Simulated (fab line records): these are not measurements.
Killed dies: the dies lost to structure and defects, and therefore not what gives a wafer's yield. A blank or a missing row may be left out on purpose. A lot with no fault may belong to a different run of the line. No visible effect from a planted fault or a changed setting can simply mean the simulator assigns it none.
Problem report in the 8D (eight disciplines) form, filled by code || flow nandHarc || the parts of the form that need people (team, actions taken, sign-off) are left out

## 1. PROBLEM STATEMENT
NHARC_A_WL_FILL_ETCHBACK_05, runLengthS: mean 93.8 s over 1 wafer from 1 lot; wafers with no fault: 81.3 s, standard deviation 0.43. That puts it +29 standard deviations away from the usual mean.
The step: etches the open film in Cl2/BCl3, target depth 22 nm, time 60 s.
First observed at day 25 14:04: wafer L586.1, on rieMetal-03. The record holds 39 wafers of 13 lots with a number at this step. By rule, "out" or "out of limits" means more than 4 standard deviations away from the usual mean. All remaining wafers that have a number are taken as sound.

## 2. WHAT THIS IS AND IS NOT
{"question": "which readings at this step", "is": "runLengthS", "is not": "chamberPressureMTorr, drypumpMotorCurrentA, oesProductAu"}
{"question": "which lots", "is": "L586", "is not": "L574, L575, L576, L577, L578, L579, L582, L584, L585, L593, L594, L597"}
{"question": "which wafers of those lots", "is": "L586.1", "is not": "L586.4, L586.6"}
{"question": "read on which tools", "is": "rieMetal-03", "is not": "rieMetal-01, rieMetal-02"}
{"question": "when", "is": "from day 25 14:04", "is not": "up to then (29 sound wafers); but 9 sound wafers of L593, L594, L597 came after"}

## 3. THE SUSPECTS, EACH WITH WHAT RULES IT OUT
Counting: any tool at a process step up to the reading remains a suspect provided it ran every lot that is out. Sound lots after the first of them don't rule it out here, since some wafers of a struck lot are sound.
- rieMetal-03 at NHARC_A_WL_FILL_ETCHBACK_05 (etches the open film in Cl2/BCl3, target depth 22 nm, time 60 s): kept. It processed L586, the lot that is out, at day 25 14:04, and its most recent sound lot before then was L585 at day 24 20:37. On those wafers its own readings are out: runLengthS.
- At NHARC_A_WL_FILL_ETCHBACK_05 on rieMetal-03, chamber 1 took the sound wafers of the same lots and chamber 0 took the wafers that are out.
After counting, what remains is rieMetal-03 at NHARC_A_WL_FILL_ETCHBACK_05.

## 4. THE CAUSE (what the simulator had put in)
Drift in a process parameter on rieMetal-03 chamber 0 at NHARC_A_WL_FILL_ETCHBACK_05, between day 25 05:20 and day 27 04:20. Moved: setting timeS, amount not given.
Only this tool survived the counting.

## 5. THE EFFECT CHAIN, in route order
Rows list readings where the struck wafers' mean (over those with a number) sits beyond 3 standard deviations from the usual. Scope: only readings with a usual standard deviation given in the record; hours: median across lots of the time from each lot's start at the first step in this table that gives one to its start at this step; sigmas: change in usual standard deviations.
{"hours": 0, "step": "NHARC_A_WL_FILL_ETCHBACK_05", "reading": "runLengthS", "usual": "81.3 s", "on struck wafers": 93.8, "change": "+12.5", "sigmas": "+29"}
The process steps in it:
- NHARC_A_WL_FILL_ETCHBACK_05: etches the open film in Cl2/BCl3, target depth 22 nm, time 60 s.

## 6. HOW IT WOULD HAVE BEEN CAUGHT EARLIER
9 hours passed between the start of the fault at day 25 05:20 and the first reading out of limits in this record, taken at day 25 14:04.
